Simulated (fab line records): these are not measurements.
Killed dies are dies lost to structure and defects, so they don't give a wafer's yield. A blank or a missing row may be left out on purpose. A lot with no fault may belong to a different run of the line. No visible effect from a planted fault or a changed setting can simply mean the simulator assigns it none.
Chamber matching :: flow n5 finfet :: uv cure-01 running N5_BEOL_M11_CURE_71: 3 sister chambers
The step cures SiCOH lowk, time 240 s. 6 wafers are shown with their chamber, then 9 later ones without.

WAFERS WITH THEIR CHAMBER
wafer: L078.3
chamber: 2
wafer_temp_C_max: 386.1
lamp power pct (%): 52.32

wafer: L078.4
chamber: 2
wafer_temp_C_max: 386.3
lamp power pct (%): 52.31

wafer: L081.2
chamber: 1
wafer_temp_C_max: 387.3
lamp power pct (%): 52.28

wafer: L081.5
chamber: 1
wafer_temp_C_max: 387.7
lamp power pct (%): 52.34

wafer: L087.5
chamber: 0
wafer_temp_C_max: 387.9
lamp power pct (%): 52.27

wafer: L087.6
chamber: 0
wafer_temp_C_max: 389.1
lamp power pct (%): 52.20

WAFERS WHOSE CHAMBER IS MISSING
wafer: L089.1
wafer_temp_C_max: 387.3
lamp power pct (%): 52.42

wafer: L089.3
wafer_temp_C_max: 388.2
lamp power pct (%): 52.34

wafer: L089.6
wafer_temp_C_max: 388.7
lamp power pct (%): 52.23

wafer: L095.1
wafer_temp_C_max: 385.8
lamp power pct (%): 52.22

wafer: L095.4
wafer_temp_C_max: 386.7
lamp power pct (%): 52.31

wafer: L095.6
wafer_temp_C_max: 385.9
lamp power pct (%): 52.25

wafer: L096.1
wafer_temp_C_max: 388.1
lamp power pct (%): 52.33

wafer: L096.3
wafer_temp_C_max: 388.7
lamp power pct (%): 52.26

wafer: L096.4
wafer_temp_C_max: 386.8
lamp power pct (%): 52.21

CHAMBER TAKEN BY EACH
wafer: L089.1
from the rows above: can't be placed: 1 or 2
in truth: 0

wafer: L089.3
from the rows above: can't be placed: 1 or 0
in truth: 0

wafer: L089.6
from the rows above: 0
in truth: 0

wafer: L095.1
from the rows above: can't be placed: 2 or 1
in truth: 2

wafer: L095.4
from the rows above: can't be placed: 2 or 1
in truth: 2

wafer: L095.6
from the rows above: can't be placed: 2 or 1
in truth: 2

wafer: L096.1
from the rows above: can't be placed: 1 or 0
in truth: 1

wafer: L096.3
from the rows above: can't be placed: 0 or 1
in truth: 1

wafer: L096.4
from the rows above: can't be placed: 1 or 2 or 0
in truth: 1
Correctly placed: 1 of 9. Cannot be placed on the basis of these rows: 8; the candidates contain the true chamber in 7. Placed wrongly: 0.
How it was worked out, from the rows above alone: a wafer's distance from a chamber is the root of the sum, over the readings, of the square of ((its reading less the chamber's mean) divided by the reading's scatter). If the next closest chamber is less than 2 further off than the closest, the wafer can't be placed; otherwise it belongs to the closest. Each chamber's mean is taken over the wafers shown for it. The scatter: the root of (the sum of the squares of (reading less its chamber's mean) over the shown wafers, divided by (wafers less chambers)).
